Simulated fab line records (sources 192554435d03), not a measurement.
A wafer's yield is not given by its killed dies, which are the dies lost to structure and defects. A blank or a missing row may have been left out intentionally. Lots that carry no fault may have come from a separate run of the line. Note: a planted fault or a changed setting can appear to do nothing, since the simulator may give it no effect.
Chamber matching + flow n5-finfet + N5_BEOL_M13_DESCUM_15 on rie-diel-01: 4 sister chambers
The step chemistry O2, time 7.9 s. 16 wafers are shown with their chamber, then 8 later ones without.

WAFERS, EACH WITH ITS CHAMBER
| wafer  | chamber | drypump-motor-current-A (A) | showerhead-plenum-p-Torr (Torr) | throttle-valve-pct (%) |
|--------|---------|-----------------------------|---------------------------------|------------------------|
| L074.1 | 1       | 5.47                        | 2.15                            | 20.02                  |
| L074.2 | 2       | 5.71                        | 2.15                            | 20.88                  |
| L074.5 | 2       | 5.73                        | 2.14                            | 20.90                  |
| L077.2 | 0       | 5.42                        | 2.01                            | 20.60                  |
| L077.3 | 3       | 5.17                        | 2.12                            | 20.71                  |
| L077.5 | 0       | 5.41                        | 2.01                            | 20.61                  |
| L080.4 | 3       | 5.17                        | 2.12                            | 20.71                  |
| L080.5 | 3       | 5.14                        | 2.12                            | 20.72                  |
| L080.6 | 0       | 5.41                        | 2.00                            | 20.62                  |
| L088.1 | 3       | 5.17                        | 2.11                            | 20.76                  |
| L088.4 | 0       | 5.44                        | 2.00                            | 20.66                  |
| L088.5 | 3       | 5.14                        | 2.11                            | 20.76                  |
| L091.1 | 1       | 5.49                        | 2.14                            | 20.06                  |
| L091.4 | 2       | 5.75                        | 2.13                            | 20.56                  |
| L091.5 | 0       | 5.38                        | 2.00                            | 20.66                  |
| L094.1 | 3       | 5.15                        | 2.11                            | 20.76                  |

SIGNATURES, as means of the wafers listed above
| reading                  | chamber 0 | chamber 1 | chamber 2 | chamber 3 | scatter within a chamber |
|--------------------------|-----------|-----------|-----------|-----------|--------------------------|
| drypump-motor-current-A  | 5.4120    | 5.4800    | 5.7300    | 5.1567    | 0.0183                   |
| showerhead-plenum-p-Torr | 2.0040    | 2.1450    | 2.1400    | 2.1150    | 0.00658                  |
| throttle-valve-pct       | 20.6300   | 20.0400   | 20.7800   | 20.7367   | 0.0817                   |
Rule: a wafer lies at a distance from a chamber equal to the root of the sum of squares, over the readings, of (its reading less the chamber's mean, divided by the reading's scatter). The wafer belongs to the nearest chamber; if the next one is less than 2 further off, it can't be placed. How the scatter is found: for the shown wafers, subtract from each reading the mean of its chamber, square and add these, divide the total by (wafers less chambers), then take the root.

WAFERS WITHOUT THEIR CHAMBER
| wafer  | drypump-motor-current-A (A) | showerhead-plenum-p-Torr (Torr) | throttle-valve-pct (%) |
|--------|-----------------------------|---------------------------------|------------------------|
| L094.2 | 5.48                        | 2.14                            | 20.06                  |
| L094.6 | 5.42                        | 1.99                            | 20.68                  |
| L097.1 | 5.16                        | 2.11                            | 20.75                  |
| L097.2 | 5.49                        | 2.14                            | 20.07                  |
| L097.3 | 5.76                        | 2.13                            | 20.60                  |
| L095.3 | 5.77                        | 2.13                            | 20.60                  |
| L095.5 | 5.14                        | 2.11                            | 20.77                  |
| L095.6 | 5.77                        | 2.13                            | 20.57                  |

WHICH CHAMBER EACH WENT THROUGH
| wafer  | from the rows above | in truth |
|--------|---------------------|----------|
| L094.2 | 1                   | 1        |
| L094.6 | 0                   | 0        |
| L097.1 | 3                   | 3        |
| L097.2 | 1                   | 1        |
| L097.3 | 2                   | 2        |
| L095.3 | 2                   | 2        |
| L095.5 | 3                   | 3        |
| L095.6 | 2                   | 2        |
8 of 8 placed correctly. Number that these rows cannot place: 0. Wrongly placed: 0.
